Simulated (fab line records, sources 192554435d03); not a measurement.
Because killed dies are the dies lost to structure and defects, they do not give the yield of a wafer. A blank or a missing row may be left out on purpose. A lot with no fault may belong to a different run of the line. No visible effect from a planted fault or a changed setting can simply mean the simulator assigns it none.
Matching of chambers / flow n5_finfet / N5_FIN_SAQP_ETCH_52 on rie_diel-05: 4 sister chambers
The step etches SOC in N2/H2, target depth 100 nm, overetch 20 nm, time 150 s. 16 wafers are shown with their chamber, then 8 later ones without.

== WAFERS PAIRED WITH THEIR CHAMBERS ==
wafer=L075.1; chamber=1; showerhead_plenum_p_Torr (Torr)=2.50; oes_product_au (a.u.)=0.62; throttle_valve_pct (%)=17.89
wafer=L075.2; chamber=3; showerhead_plenum_p_Torr (Torr)=2.50; oes_product_au (a.u.)=0.62; throttle_valve_pct (%)=17.70
wafer=L075.6; chamber=2; showerhead_plenum_p_Torr (Torr)=2.66; oes_product_au (a.u.)=0.71; throttle_valve_pct (%)=17.89
wafer=L077.4; chamber=1; showerhead_plenum_p_Torr (Torr)=2.49; oes_product_au (a.u.)=0.63; throttle_valve_pct (%)=17.89
wafer=L077.5; chamber=3; showerhead_plenum_p_Torr (Torr)=2.50; oes_product_au (a.u.)=0.61; throttle_valve_pct (%)=17.69
wafer=L077.6; chamber=2; showerhead_plenum_p_Torr (Torr)=2.66; oes_product_au (a.u.)=0.70; throttle_valve_pct (%)=17.90
wafer=L078.2; chamber=2; showerhead_plenum_p_Torr (Torr)=2.66; oes_product_au (a.u.)=0.70; throttle_valve_pct (%)=17.92
wafer=L078.3; chamber=1; showerhead_plenum_p_Torr (Torr)=2.49; oes_product_au (a.u.)=0.62; throttle_valve_pct (%)=17.91
wafer=L078.6; chamber=1; showerhead_plenum_p_Torr (Torr)=2.49; oes_product_au (a.u.)=0.63; throttle_valve_pct (%)=17.92
wafer=L079.1; chamber=2; showerhead_plenum_p_Torr (Torr)=2.66; oes_product_au (a.u.)=0.70; throttle_valve_pct (%)=17.89
wafer=L079.4; chamber=0; showerhead_plenum_p_Torr (Torr)=2.60; oes_product_au (a.u.)=0.87; throttle_valve_pct (%)=17.58
wafer=L079.6; chamber=2; showerhead_plenum_p_Torr (Torr)=2.66; oes_product_au (a.u.)=0.70; throttle_valve_pct (%)=17.90
wafer=L080.2; chamber=2; showerhead_plenum_p_Torr (Torr)=2.66; oes_product_au (a.u.)=0.70; throttle_valve_pct (%)=17.91
wafer=L080.4; chamber=1; showerhead_plenum_p_Torr (Torr)=2.49; oes_product_au (a.u.)=0.62; throttle_valve_pct (%)=17.90
wafer=L080.5; chamber=2; showerhead_plenum_p_Torr (Torr)=2.66; oes_product_au (a.u.)=0.70; throttle_valve_pct (%)=17.91
wafer=L082.1; chamber=3; showerhead_plenum_p_Torr (Torr)=2.50; oes_product_au (a.u.)=0.61; throttle_valve_pct (%)=17.72

SIGNATURES, as means of the wafers listed above
reading=showerhead_plenum_p_Torr; chamber 0=2.6000; chamber 1=2.4920; chamber 2=2.6600; chamber 3=2.5000; scatter within a chamber=0.00258
reading=oes_product_au; chamber 0=0.8700; chamber 1=0.6240; chamber 2=0.7014; chamber 3=0.6133; scatter within a chamber=0.00476
reading=throttle_valve_pct; chamber 0=17.5800; chamber 1=17.9020; chamber 2=17.9029; chamber 3=17.7033; scatter within a chamber=0.0125
Rule: a wafer's distance from a chamber is the root of the sum, over the readings, of the square of ((its reading less the chamber's mean) divided by the reading's scatter). The wafer belongs to the nearest chamber; if the next one is less than 2 further off, it can't be placed. The scatter: take each reading less its chamber's mean, square it, sum over the shown wafers, divide by the number of wafers less the number of chambers, and take the root.

== WAFERS WITH NO CHAMBER GIVEN ==
wafer=L082.3; showerhead_plenum_p_Torr (Torr)=2.49; oes_product_au (a.u.)=0.62; throttle_valve_pct (%)=17.92
wafer=L082.4; showerhead_plenum_p_Torr (Torr)=2.60; oes_product_au (a.u.)=0.83; throttle_valve_pct (%)=17.59
wafer=L095.2; showerhead_plenum_p_Torr (Torr)=2.58; oes_product_au (a.u.)=0.77; throttle_valve_pct (%)=17.66
wafer=L095.5; showerhead_plenum_p_Torr (Torr)=2.48; oes_product_au (a.u.)=0.87; throttle_valve_pct (%)=17.51
wafer=L095.6; showerhead_plenum_p_Torr (Torr)=2.58; oes_product_au (a.u.)=0.77; throttle_valve_pct (%)=17.66
wafer=L097.1; showerhead_plenum_p_Torr (Torr)=2.64; oes_product_au (a.u.)=0.67; throttle_valve_pct (%)=17.98
wafer=L097.5; showerhead_plenum_p_Torr (Torr)=2.48; oes_product_au (a.u.)=0.83; throttle_valve_pct (%)=17.52
wafer=L097.6; showerhead_plenum_p_Torr (Torr)=2.64; oes_product_au (a.u.)=0.67; throttle_valve_pct (%)=17.98

== WHICH CHAMBER EACH ONE RAN IN ==
wafer=L082.3; from the rows above=1; in truth=1
wafer=L082.4; from the rows above=0; in truth=0
wafer=L095.2; from the rows above=0; in truth=0
wafer=L095.5; from the rows above=0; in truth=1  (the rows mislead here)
wafer=L095.6; from the rows above=0; in truth=0
wafer=L097.1; from the rows above=2; in truth=2
wafer=L097.5; from the rows above=can't be placed: 0 or 3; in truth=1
wafer=L097.6; from the rows above=2; in truth=2
Correct placement for 6 of the 8. From these rows, 1 cannot be placed; in 0 the true chamber is one of the candidates. Placed wrongly: 1.
